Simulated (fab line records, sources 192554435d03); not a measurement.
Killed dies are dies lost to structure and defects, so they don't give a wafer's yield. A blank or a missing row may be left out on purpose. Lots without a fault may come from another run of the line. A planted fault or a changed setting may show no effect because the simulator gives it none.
A struck lot beside a sound one | flow n5_finfet | 16 steps out of a route of 1938
Sound: wafers L922.1, L922.2, L922.3. Struck: wafers L931.3, L931.4, L931.5. The cause comes at the end.
At each step with rows: each side's tool, then ch and its chambers, then its first start. Under that, the readings that differ: sound wafers | struck wafers | difference of the means | sigmas: that difference in standard deviations of wafers without a fault.
alike: readings whose means differ by less than 2 such deviations, and words and numbers that are the same on both sides. not compared: withheld readings, readings that some wafer has no value for, bounds like >300 that may hide the same value, and numbers for which the record gives no deviation and whose values overlap.
The two part at a step that has a row with sigmas, a row that says differs or no value, or rows on one side only. Numbers that don't overlap but have no deviation are shown without sigmas and don't part them. A reading that every wafer of one side lacks parts them only if that side has two wafers or more.

N5_BEOL_M2_ANNEAL_49: time 240 s.
  sound on pvd_sputter-02, day 8 02:53; struck on pvd_sputter-01, day 11 13:49
  alike: heater_power_w, susceptor_temp_C, susceptor_temp_C_max
N5_BEOL_M2_SPUTTER_79: material Cu, target thk 4.5 nm, time 8.29 s.
  sound on pvd_sputter-02, day 8 03:01; struck on pvd_sputter-01, day 11 13:58
  alike: susceptor_temp_C, throttle_valve_pct
then, 1 step without rows for these wafers: N5_BEOL_M2_ANNEAL_80 (time 240 s).
N5_BEOL_M2_SPUTTER_81: material Cu, target thk 4.5 nm, time 8.29 s.
  sound on pvd_sputter-02, day 8 03:14; struck on pvd_sputter-01, day 11 14:11
  alike: susceptor_temp_C, throttle_valve_pct
then, 2 steps without rows for these wafers: N5_BEOL_M2_ANNEAL_82 (time 240 s); N5_BEOL_M2_SPUTTER_86 (material Cu, target thk 4.5 nm, time 8.29 s).
N5_BEOL_M2_ANNEAL_87: time 240 s.
  sound on pvd_sputter-02, day 8 03:32; struck on pvd_sputter-01, day 11 14:29
  alike: heater_power_w, susceptor_temp_C, susceptor_temp_C_max
then, 1 step without rows for these wafers: N5_BEOL_M2_SPUTTER_88 (material Cu, target thk 4.5 nm, time 8.29 s).
N5_BEOL_M2_ANNEAL_89: time 240 s.
  sound on pvd_sputter-02, day 8 03:46; struck on pvd_sputter-01, day 11 14:42
  alike: heater_power_w, susceptor_temp_C, susceptor_temp_C_max
then, 3 steps without rows for these wafers: N5_BEOL_M2_SPUTTER_90 (material Cu, target thk 4.5 nm, time 8.29 s); N5_BEOL_M2_ANNEAL_91 (time 240 s); N5_BEOL_M2_SPUTTER_92 (material Cu, target thk 4.5 nm, time 8.29 s).
N5_BEOL_M2_ANNEAL_93: time 240 s.
  sound on pvd_sputter-02, day 8 04:12; struck on pvd_sputter-01, day 11 15:08
  no value came back on the struck wafers for heater_power_w (W), susceptor_temp_C (C), susceptor_temp_C_max; on the sound wafers heater_power_w (W) reads 878 781 722
then, 1 step without rows for these wafers: N5_BEOL_M2_SPUTTER_94 (material Cu, target thk 4.5 nm, time 8.29 s).
-- the record jumps here: 3 days lie between the struck wafers' starts before and after (it left off in module BEOL_M2 and takes up again in module BEOL_M4, whose first step shown is number 1111 of the route) --
N5_BEOL_M4_RC_MEAS_101:
  sound on prober-01 ch 0, day 10 12:23; struck on prober-01 ch 0, day 14 12:25
  alike: DIBL_N, DIBL_P, IOFF_N, IOFF_P, ION_N, ION_P, SS_N, SS_P, VT_N, VT_P
-- the record jumps here: 5 days lie between the struck wafers' starts before and after (it left off in module BEOL_M4 and takes up again in module PASSIVATION, whose first step shown is number 1936 of the route) --
N5_PASSIVATION_PROBE_49:
  sound on prober-01, day 15 01:39; struck on prober-01, day 19 03:08
  alike: defect_limited_yield, killed_at_M0_to_M3, killed_at_M4_up, killed_at_contacts, killed_at_front_end, killed_at_other, killed_dies, killed_open, killed_short, sort_bin_5_function, sort_bin_6_memory, sort_n_pass, sort_yield_pct

WHERE THEY PART
Only at N5_BEOL_M2_ANNEAL_93, within this record. Later steps at which nothing parts them and some readings are alike: N5_BEOL_M4_RC_MEAS_101, N5_PASSIVATION_PROBE_49.

WHY: what the simulator had put in
Skipped step whole: pvd_sputter-01, from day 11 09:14 on, at N5_BEOL_M2_ANNEAL_93. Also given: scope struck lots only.
